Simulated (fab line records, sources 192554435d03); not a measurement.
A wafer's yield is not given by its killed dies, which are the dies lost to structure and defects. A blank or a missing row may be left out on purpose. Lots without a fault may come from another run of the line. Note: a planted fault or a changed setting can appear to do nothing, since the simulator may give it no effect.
Chamber matching    flow n5-finfet    N5_BEOL_M2_DESCUM_16 on rie-diel-01 has 4 sister chambers
The step chemistry O2, time 7 s. 18 wafers are shown with their chamber, then 9 later ones without.

== WAFERS PAIRED WITH THEIR CHAMBERS ==
wafer   chamber  drypump-motor-current-A (A)  throttle-valve-pct (%)  rf-vpp-V (V)
L074.1  3        5.6                          20.2                    243.3
L074.5  1        5.0                          20.8                    243.9
L074.6  2        5.9                          21.1                    239.7
L075.3  3        5.6                          20.2                    243.4
L075.4  0        5.8                          20.9                    244.5
L075.6  1        5.0                          20.8                    245.4
L079.1  1        5.0                          20.8                    244.9
L079.2  3        5.6                          20.3                    244.0
L079.3  0        5.7                          20.4                    243.8
L079.4  3        5.6                          20.2                    242.0
L079.5  1        5.0                          20.9                    243.8
L079.6  0        5.8                          20.4                    243.2
L080.3  3        5.6                          20.3                    242.5
L080.5  3        5.6                          20.3                    243.6
L080.6  0        5.8                          20.4                    245.1
L081.1  1        5.0                          20.9                    244.9
L081.3  0        5.8                          20.4                    244.5
L081.6  3        5.6                          20.3                    243.4

SIGNATURES (means of the wafers above)
reading                  chamber 0  chamber 1  chamber 2  chamber 3  scatter within a chamber
drypump-motor-current-A  5.780      5.000      5.900      5.600      0.0239
throttle-valve-pct       20.500     20.840     21.100     20.257     0.128
rf-vpp-V                 244.220    244.580    239.700    243.171    0.703
Rule: distance of a wafer from a chamber = root of the sum over the readings of ((wafer's reading minus chamber's mean) / reading's scatter) squared. If the next closest chamber is less than 2 further off than the closest, the wafer can't be placed; otherwise it belongs to the closest. How the scatter is found: for the shown wafers, subtract from each reading the mean of its chamber, square and add these, divide the total by (wafers less chambers), then take the root.

== WAFERS WITHOUT THEIR CHAMBER ==
wafer   drypump-motor-current-A (A)  throttle-valve-pct (%)  rf-vpp-V (V)
L085.1  5.9                          20.7                    245.0
L085.3  5.0                          20.9                    245.3
L085.6  5.0                          20.9                    242.8
L086.1  5.8                          20.5                    244.6
L086.3  5.9                          20.7                    245.1
L086.4  5.0                          20.9                    244.0
L088.3  5.8                          20.5                    243.8
L088.4  5.9                          20.7                    245.5
L088.5  5.0                          20.9                    243.7

== THE CHAMBER EACH PASSED THROUGH ==
wafer    from the rows above   in truth
L085.1   0                     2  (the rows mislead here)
L085.3   1                     1
L085.6   1                     1
L086.1   0                     0
L086.3   0                     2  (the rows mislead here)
L086.4   1                     1
L088.3   0                     0
L088.4   0                     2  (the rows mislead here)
L088.5   1                     1
Correctly placed: 6 of 9. Not placeable from these rows: 0. Placed wrongly: 3.
